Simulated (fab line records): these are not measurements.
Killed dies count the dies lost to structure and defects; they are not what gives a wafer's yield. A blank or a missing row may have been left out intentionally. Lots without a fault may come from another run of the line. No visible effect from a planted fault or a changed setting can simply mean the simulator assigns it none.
Chamber matching    flow n5 finfet    N5_GATE_CUT_STRIP_59 on rie diel-06: 4 sister chambers
The step strips in N2/H2, time 20 s. 20 wafers are shown with their chamber, then 10 later ones without.

## WAFERS WITH THEIR CHAMBER
wafer   chamber  showerhead plenum p Torr (Torr)  throttle valve pct (%)  oes product au (a.u.)
L076.3  2        3.51                             12.23                   0.74
L076.4  1        3.15                             11.99                   0.82
L076.6  2        3.51                             12.23                   0.74
L077.4  1        3.15                             12.00                   0.82
L077.5  0        3.33                             12.23                   0.71
L077.6  3        3.23                             12.53                   0.73
L079.2  0        3.33                             12.24                   0.69
L079.5  3        3.23                             12.53                   0.72
L079.6  0        3.33                             12.23                   0.70
L081.3  0        3.33                             12.24                   0.70
L081.5  2        3.51                             12.25                   0.75
L081.6  3        3.23                             12.55                   0.72
L083.1  1        3.15                             12.02                   0.81
L083.4  2        3.51                             12.26                   0.73
L083.6  1        3.15                             12.04                   0.80
L085.2  2        3.50                             12.26                   0.74
L085.4  3        3.22                             12.57                   0.72
L085.5  3        3.22                             12.56                   0.72
L088.1  0        3.32                             12.30                   0.68
L088.3  1        3.14                             12.06                   0.80

SIGNATURES, as means of the wafers listed above
reading                   chamber 0  chamber 1  chamber 2  chamber 3  scatter within a chamber
showerhead plenum p Torr  3.3280     3.1480     3.5080     3.2260     0.00474
throttle valve pct        12.2480    12.0220    12.2460    12.5480    0.0237
oes product au            0.6960     0.8100     0.7400     0.7220     0.00866
Rule: distance of a wafer from a chamber = root of the sum over the readings of ((wafer's reading minus chamber's mean) / reading's scatter) squared. If the next closest chamber is less than 2 further off than the closest, the wafer can't be placed; otherwise it belongs to the closest. The scatter: the root of (the sum of the squares of (reading less its chamber's mean) over the shown wafers, divided by (wafers less chambers)).

## WAFERS WHOSE CHAMBER IS MISSING
wafer   showerhead plenum p Torr (Torr)  throttle valve pct (%)  oes product au (a.u.)
L088.4  3.22                             12.58                   0.71
L089.1  3.50                             12.28                   0.73
L089.3  3.14                             12.06                   0.80
L089.6  3.50                             12.28                   0.72
L091.1  3.50                             12.29                   0.74
L091.3  3.22                             12.61                   0.71
L091.4  3.32                             12.29                   0.68
L094.2  3.14                             12.08                   0.79
L094.5  3.22                             12.60                   0.69
L094.6  3.50                             12.30                   0.73

## WHICH CHAMBER EACH WENT THROUGH
wafer   from the rows above  in truth
L088.4  3                    3
L089.1  2                    2
L089.3  1                    1
L089.6  2                    2
L091.1  2                    2
L091.3  3                    3
L091.4  0                    0
L094.2  1                    1
L094.5  3                    3
L094.6  2                    2
10 of 10 placed correctly. From these rows, 0 cannot be placed. 0 placed wrongly.
